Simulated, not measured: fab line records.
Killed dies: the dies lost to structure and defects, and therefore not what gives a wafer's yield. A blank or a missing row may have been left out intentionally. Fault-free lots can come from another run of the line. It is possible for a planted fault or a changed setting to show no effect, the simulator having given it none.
fab line records	flow nand_harc
record lots=7	wafers=21	last_day=32
route steps=1302 shown A_SLIT@940 A_SIN_REMOVE@947 A_WL_FILL@952
lots that met no fault: taken from a fault-free run of the same line
start_h: hours from the record's first day to the start of the lot's first wafer shown	wait_h: hours since the lot's step before	" repeats the value in the row above	L1.1+2: a single row standing in for several wafers	- no value, or no start given	* or withheld: withheld	< > ~ a bound
route shown NAME@n: NAME is a module with steps in the file, n the number in the route of the first one	usual: average and standard deviation across the fault-free wafers	same: alike in all rows	chamber/n: place in a boat	sites: per-site readings	_std_site: the values' standard deviation	_edge_site: mean of outer sites minus mean of inner sites	radius_mm: how far each site lies from the wafer's centre	mask NAME#n: copy n	behind: the last tool/chamber to shape the wafer	hold: what put the lot on hold/how long, in hours/how the hold closed	device: names the non-switching transistor (n, p or np)	end of line: the tests these same wafers got at the end of their route	a step with no rows: only its recipe	killed: the dies lost at the first sort to structure and to defects; this is not the yield of the wafer	map: shows each die of a wafer: x if killed, . if not, _ if none is there
set.NAME: the setting the step ran with; set.NAME@STEP: the setting that earlier step ran with	model.NAME: the simulator's own value behind a step, which no gauge read
a table for each step, a row for each wafer; lots at some steps of the route
services: from which hour (start_h, from the record's first day; less than 0 if before it) a tool's chamber was out of use, for how many hours, and why
## steps
# step NHARC_A_SLIT_ETCH_26
# recipe bias_v=400	source_w=2000	pressure_mtorr=25	time_s=90	ar_flow_sccm=375	c4f8_flow_sccm=41.7	o2_flow_sccm=83.3	target_depth_a=4000	chemistry=C4F8/O2/Ar
# usual c4f8_flow_sccm=41.72/0.13	chamber_pressure_mTorr=25.000/0.028	drypump_motor_current_A=5.55/0.21	mfc_ar_sccm=375.1/1.3	showerhead_plenum_p_Torr=3.81/0.14	throttle_valve_pct=27.620/0.0093
lot.wafer	tool	chamber	start_h	wait_h	c4f8_flow_sccm	chamber_pressure_mTorr	drypump_motor_current_A	mfc_ar_sccm	rf_hours_counter_h	showerhead_plenum_p_Torr	throttle_valve_pct
L345.3	har_etch-01	1	501.04	1.9	41.98	24.991	5.90	374.4	-	3.62	27.636
L345.4	"	0	"	"	41.72	25.002	5.67	375.3	-	3.63	27.608
L345.5	"	0	"	"	41.82	25.006	5.68	375.3	-	3.63	27.611
L346.2	har_etch-02	1	521.46	2.4	41.56	24.993	5.30	376.1	83	3.93	27.636
L346.3	"	1	"	"	41.78	25.009	5.31	375.8	-	3.93	27.612
L346.5	"	1	"	"	41.60	24.995	5.28	373.7	-	3.93	27.619
L350.3	har_etch-02	0	564.94	1.9	41.83	25.031	5.59	374.8	-	3.92	27.610
L350.4	"	1	"	"	41.38	24.996	5.29	374.3	-	3.92	27.618
L350.5	"	0	"	"	41.99	24.996	5.60	375.9	-	3.92	27.615
L348.2	har_etch-01	0	565.20	2.5	41.82	25.012	5.69	376.4	302	3.61	27.625
L348.3	"	1	"	"	41.73	24.998	5.91	373.1	-	3.60	27.615
L348.6	"	1	"	"	41.81	24.986	5.89	371.8	-	3.60	27.624
L352.2	har_etch-02	1	584.47	3.0	42.03	25.000	5.33	377.3	125	3.91	27.631
L352.3	"	1	"	"	41.91	25.009	5.32	377.1	-	3.91	27.628
L352.6	"	0	"	"	41.69	24.992	5.59	373.9	-	3.91	27.638
L357.2	har_etch-02	0	615.83	3.1	41.92	24.993	5.56	376.7	140	3.90	27.625
L357.3	"	0	"	"	41.80	24.986	5.57	376.6	-	3.90	27.607
L357.5	"	0	"	"	41.78	24.992	5.58	376.0	-	3.90	27.615
L360.1	har_etch-02	1	657.03	3.1	41.71	25.000	5.28	373.4	163	3.89	27.621
L360.2	"	0	"	"	41.88	25.002	5.60	375.0	163	3.89	27.623
L360.4	"	0	"	"	41.64	25.008	5.58	375.0	-	3.89	27.614
# step NHARC_A_SLIT_STRIP_28
# recipe o2_flow_sccm=400	cos_flow_sccm=20	ar_flow_sccm=0	bias_w=0	chemistry=O2/COS
# step NHARC_A_SLIT_ETCH_29
# recipe target_depth_a=1000	overetch_a=100	time_s=55	ion_energy_ev=100	cf4_flow_sccm=80	o2_flow_sccm=20	ar_flow_sccm=0	rf_w=300	bias_w=100	chemistry=CF4/O2
# usual chamber_pressure_mTorr=30.000/0.025	drypump_motor_current_A=5.8/0.45	mfc_ar_sccm=0.010/0.013	oes_product_au=0.999/0.0077	rf_vpp_V=197.4/1.2	showerhead_plenum_p_Torr=1.31/0.038	throttle_valve_pct=13.398/0.0084
lot.wafer	tool	chamber	start_h	wait_h	chamber_pressure_mTorr	drypump_motor_current_A	mfc_ar_sccm	oes_product_au	rf_hours_counter_h	rf_vpp_V	showerhead_plenum_p_Torr	throttle_valve_pct
L345.3	rie_diel-02	2	501.87	0.1	30.003	5.8	0.036	1.007	6.9	196.9	1.25	13.403
L345.4	"	3	"	"	29.972	5.7	0	1.001	6.7	197.4	1.32	13.391
L345.5	"	0	"	"	29.995	6.4	0	0.987	-	197.4	1.32	13.394
L346.2	rie_diel-11	2	522.32	0.1	30.005	6.1	0	1.004	4.9	197.8	1.31	13.397
L346.3	"	3	"	"	30.023	4.7	0	1.001	5.0	197.5	1.35	13.407
L346.5	"	1	"	"	30.022	5.7	0.001	1.012	-	197.9	1.30	13.393
L350.4	rie_diel-02	3	565.76	0.1	29.948	5.6	0	1.000	11.8	197.3	1.32	13.407
L350.3	"	1	"	"	30.015	5.7	0.026	1.001	10.9	196.3	1.26	13.392
L350.5	"	3	"	"	29.997	5.6	0	1.000	-	196.8	1.32	13.408
L348.2	rie_diel-06	0	566.06	0.1	30.008	5.4	0.023	1.005	4.4	198.3	1.36	13.388
L348.3	"	1	"	"	30.012	5.7	0	0.997	4.1	197.5	1.30	13.400
L348.6	"	3	"	"	29.976	5.7	0.028	0.990	-	198.3	1.33	13.385
L352.3	rie_diel-06	2	585.36	0.1	30.016	6.3	0	0.978	7.0	197.1	1.29	13.411
L352.2	"	3	"	"	30.035	5.7	0.028	0.990	6.5	198.9	1.33	13.385
L352.6	"	1	"	"	30.002	5.7	0	0.996	-	195.2	1.30	13.419
L357.3	rie_diel-02	0	616.72	0.1	29.964	6.4	0	0.999	2.6	198.8	1.32	13.406
L357.2	"	1	"	"	30.008	5.6	0.026	0.992	2.7	195.2	1.26	13.386
L357.5	"	2	"	"	29.979	5.8	0.036	1.012	-	195.2	1.25	13.392
L360.4	rie_diel-02	3	657.91	0.1	30.031	5.6	0	0.995	5.9	198.0	1.31	13.398
L360.2	"	0	"	"	29.961	6.3	0	0.994	6.4	197.3	1.32	13.392
L360.1	"	1	"	"	29.976	5.6	0.026	0.991	5.5	195.5	1.26	13.409
# step NHARC_A_SLIT_STRIP_18
# recipe o2_flow_sccm=500	ar_flow_sccm=0	bias_w=0	chemistry=O2
# usual chamber_pressure_mTorr=60.00/0.054	drypump_motor_current_A=5.8/0.46	mfc_ar_sccm=0.010/0.013	oes_product_au=0.999/0.0068	rf_vpp_V=57.6/0.77	showerhead_plenum_p_Torr=3.48/0.099	throttle_valve_pct=17.036/0.0096
lot.wafer	tool	chamber	start_h	wait_h	chamber_pressure_mTorr	drypump_motor_current_A	mfc_ar_sccm	oes_product_au	rf_hours_counter_h	rf_vpp_V	showerhead_plenum_p_Torr	throttle_valve_pct
L345.4	rie_diel-02	3	-	-	59.99	5.7	0	1.002	6.7	56.3	3.48	17.038
L345.3	"	0	"	"	59.98	6.4	0	0.989	6.1	58.7	3.49	17.013
L345.5	"	3	"	"	59.94	5.7	0	1.002	-	57.1	3.48	17.034
L346.2	rie_diel-11	2	-	-	59.92	6.1	0	0.993	5.0	57.1	3.48	17.046
L346.3	"	3	"	"	59.98	4.7	0	0.983	5.0	56.5	3.57	17.034
L346.5	"	1	"	"	59.92	5.7	0.001	1.007	-	56.8	3.44	17.043
L350.4	rie_diel-02	0	-	-	59.94	6.4	0	0.992	10.9	58.1	3.49	17.057
L350.3	"	3	"	"	59.96	5.6	0	1.005	11.9	58.2	3.48	17.027
L350.5	"	1	"	"	59.90	5.7	0.026	0.994	-	58.0	3.35	17.039
L348.3	rie_diel-06	1	-	-	60.11	5.8	0	0.994	4.1	58.7	3.45	17.044
L348.2	"	3	"	"	59.96	5.8	0.028	0.995	4.4	58.6	3.52	17.037
L348.6	"	1	"	"	59.95	5.8	0	1.000	-	57.0	3.45	17.028
L352.3	rie_diel-06	0	-	-	60.00	5.4	0.023	0.994	6.2	58.9	3.58	17.025
L352.2	"	1	"	"	60.00	5.8	0	0.989	6.6	57.4	3.45	17.050
L352.6	"	3	"	"	60.05	5.7	0.028	0.990	-	58.7	3.52	17.043
L357.3	rie_diel-02	0	-	-	59.87	6.4	0	1.003	2.7	57.6	3.48	17.039
L357.2	"	1	"	"	60.00	5.7	0.026	0.991	2.8	57.4	3.34	17.025
L357.5	"	0	"	"	60.00	6.4	0	0.996	-	58.2	3.48	17.040
L360.4	rie_diel-02	0	-	-	59.99	6.4	0	0.992	6.4	58.0	3.48	17.028
L360.2	"	1	"	"	60.12	5.7	0.026	0.993	5.5	57.2	3.34	17.045
L360.1	"	3	"	"	60.11	5.7	0	1.001	5.9	57.9	3.48	17.045
# step NHARC_A_SLIT_PRECLEAN_19
# recipe time_s=*	temp_c=50	bath_age_min=0	chemistry=SC1
# step NHARC_A_SLIT_SRD_20
# step NHARC_A_SLIT_CD_MEAS_21
# usual cd_nm=289.8/0.55
lot.wafer	tool	chamber	start_h	wait_h	cd_nm
L345.3	cd_sem-01	-	502.40	-	289.9
L345.4	"	-	"	"	290.3
L345.5	"	-	"	"	289.7
L346.2	cd_sem-01	-	522.85	-	290.2
L346.3	"	-	"	"	289.3
L346.5	"	-	"	"	289.7
L350.3	cd_sem-03	-	566.30	-	289.7
L350.4	"	-	"	"	290.6
L350.5	"	-	"	"	290.4
L348.2	cd_sem-01	-	566.59	-	290.3
L348.3	"	-	"	"	289.0
L348.6	"	-	"	"	289.2
L352.2	cd_sem-01	-	585.89	-	289.6
L352.3	"	-	"	"	289.5
L352.6	"	-	"	"	290.0
L357.2	cd_sem-02	-	617.25	-	290.8
L357.3	"	-	"	"	289.3
L357.5	"	-	"	"	290.1
L360.1	cd_sem-01	-	658.46	-	290.6
L360.2	"	-	"	"	290.1
L360.4	"	-	"	"	289.5
# step NHARC_A_SIN_REMOVE_WET_00
# recipe temp_c=160	time_s=15300	chemistry=H3PO4
# step NHARC_A_SIN_REMOVE_PRECLEAN_01
# recipe time_s=*	temp_c=50	bath_age_min=0	chemistry=SC1
# step NHARC_A_SIN_REMOVE_SRD_02
# step NHARC_A_SIN_REMOVE_INSPECT_04
# usual raw_defect_count=385/85
lot.wafer	tool	chamber	start_h	wait_h	raw_defect_count
L345.3	defect_inspect-02	-	508.10	0.0	448
L345.4	"	-	"	"	411
L345.5	"	-	"	"	342
L346.2	defect_inspect-02	-	529.47	0.0	337
L346.3	"	-	"	"	323
L346.5	"	-	"	"	433
L350.3	defect_inspect-01	-	572.95	0.0	529
L350.4	"	-	"	"	331
L350.5	"	-	"	"	470
L348.2	defect_inspect-02	-	572.96	0.0	443
L348.3	"	-	"	"	511
L348.6	"	-	"	"	440
L352.2	defect_inspect-01	-	592.45	0.0	310
L352.3	"	-	"	"	293
L352.6	"	-	"	"	232
L357.2	defect_inspect-01	-	623.89	0.0	378
L357.3	"	-	"	"	503
L357.5	"	-	"	"	332
L360.1	defect_inspect-01	-	665.41	0.0	352
L360.2	"	-	"	"	340
L360.4	"	-	"	"	354
# step NHARC_A_WL_FILL_ALD_00
# recipe target_thk_a=30	pulse_time_s=3	ald_cycles=30	temp_c=300	material=Al2O3
# usual ald_cycles=30/0	heater_power_w=452/46	precursor_pulse_height_rel=0.999/0.019
lot.wafer	tool	chamber	start_h	wait_h	ald_cycles	heater_power_w	precursor_pulse_height_rel	since_wet_clean_h
L345.4	ald_hk-02	2	508.16	0.1	30	429	0.969	98
L345.3	"	3	"	"	30	482	0.967	98
L345.5	"	3	"	"	30	466	1.026	-
L346.2	ald_hk-01	0	529.56	0.1	30	459	0.977	44
L346.3	"	2	"	"	30	414	1.000	44
L346.5	"	0	"	"	30	469	0.991	-
L350.3	ald_hk-01	0	573.05	0.1	42	467	0.999	88
L350.4	"	2	"	"	30	400	0.984	88
L350.5	"	0	"	"	42	467	0.975	-
L348.3	ald_hk-01	3	573.19	0.2	30	388	0.988	88
L348.2	"	0	"	"	42	469	0.999	88
L348.6	"	0	"	"	42	468	1.011	-
L352.3	ald_hk-01	3	592.54	0.1	30	387	0.991	107
L352.2	"	0	"	"	42	463	1.019	107
L352.6	"	2	"	"	30	413	0.993	-
L357.2	ald_hk-03	0	623.96	0.1	30	434	1.016	44
L357.3	"	3	"	"	30	505	1.000	44
L357.5	"	1	"	"	30	484	1.003	-
L360.1	ald_hk-03	3	665.47	0.1	30	482	1.001	85
L360.2	"	1	"	"	30	486	1.000	86
L360.4	"	2	"	"	30	550	1.015	86
# step NHARC_A_WL_FILL_RTA_01
# recipe temp_c=1000	time_s=5
# usual lamp_power_pct=28.1/1.8	wafer_temp_C_max=1003.4/1.2
lot.wafer	tool	chamber	start_h	wait_h	lamp_power_pct	wafer_temp_C_max
L345.3	rtp_anneal-01	0	508.63	-	29.3	1003.6
L345.4	"	0	"	"	29.4	1005.7
L345.5	"	0	"	"	29.4	1003.5
L346.2	rtp_anneal-01	0	529.83	-	29.3	1004.4
L346.3	"	0	"	"	29.4	1004.5
L346.5	"	0	"	"	29.3	1002.6
L350.3	rtp_anneal-01	0	573.34	-	29.4	1004.6
L350.4	"	0	"	"	29.4	1005.1
L350.5	"	0	"	"	29.4	1004.0
L348.2	rtp_anneal-01	0	573.48	-	29.3	1003.7
L348.3	"	0	"	"	29.3	1003.2
L348.6	"	0	"	"	29.4	1003.3
L352.2	rtp_anneal-02	0	592.81	-	25.6	1000.9
L352.3	"	0	"	"	25.6	1001.7
L352.6	"	0	"	"	25.6	1001.6
L357.2	rtp_anneal-01	0	624.25	-	29.4	1002.9
L357.3	"	0	"	"	29.4	1002.5
L357.5	"	0	"	"	29.4	1003.6
L360.1	rtp_anneal-02	0	665.73	-	25.6	1002.4
L360.2	"	0	"	"	25.5	1001.9
L360.4	"	0	"	"	25.6	1002.7
## services
tool	chamber	start_h	hours	kind
rie_diel-06	-	484.20	9.0	pm
ald_hk-02	-	497.95	0.7	repair
rie_diel-02	0	501.00	-	clean
rie_diel-02	1	501.00	-	clean
rie_diel-02	2	501.00	-	clean
rie_diel-02	3	501.00	-	clean
rie_diel-02	0	525.50	-	clean
rie_diel-02	1	525.50	-	clean
rie_diel-02	2	525.50	-	clean
rie_diel-02	3	525.50	-	clean
rie_diel-02	0	550.00	-	clean
rie_diel-02	1	550.00	-	clean
rie_diel-02	2	550.00	-	clean
rie_diel-02	3	550.00	-	clean
rie_diel-02	-	570.70	9.0	pm
ald_hk-02	-	578.22	10.0	pm
har_etch-01	-	588.85	1.4	repair
ald_hk-02	-	598.39	2.1	repair
rie_diel-11	-	609.50	9.0	pm
rie_diel-06	2	622.14	2.8	repair
rie_diel-11	0	643.75	1.4	repair
ald_hk-01	-	655.63	10.0	pm
rie_diel-06	-	661.20	9.0	pm
rie_diel-11	2	661.46	5.6	repair
## key
first_sign step=NHARC_A_WL_FILL_ALD_00	reading=ald_cycles	direction=up	sigmas=99+	usual=30	struck=42
effect none on later readings
met_at NHARC_A_WL_FILL_ALD_00
struck_wafers L348.2,L348.6,L350.3,L350.5,L352.2
later_rows_left_out L348.2,L348.6,L350.3,L350.5,L352.2
sort_left_out L348.2,L348.6,L350.3,L350.5,L352.2
tester_left_out L348,L350,L352
fault kind=process_parameter_drift	tool=ald_hk-01	chamber=0	onset_h=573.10	steps=NHARC_A_WL_FILL_ALD_00	channel=ald_cycles	offset=12	shape=step	acts_in=these_recipes_only	stated=30
# tester_left_out: of these lots the tester's yield and bins aren't shown, on N5 and GAA mostly nor the transistor test; their killed dies are dies lost to structure and defects alone, not to doping, threshold or leakage, so they don't give the yield
# sort_left_out: the simulated sort isn't trusted on such a fault, so these wafers' sort isn't shown, and their yield isn't known
# later_rows_left_out: the simulator's readings of these wafers behind a module that went badly wrong aren't trusted and aren't shown, but for the sort
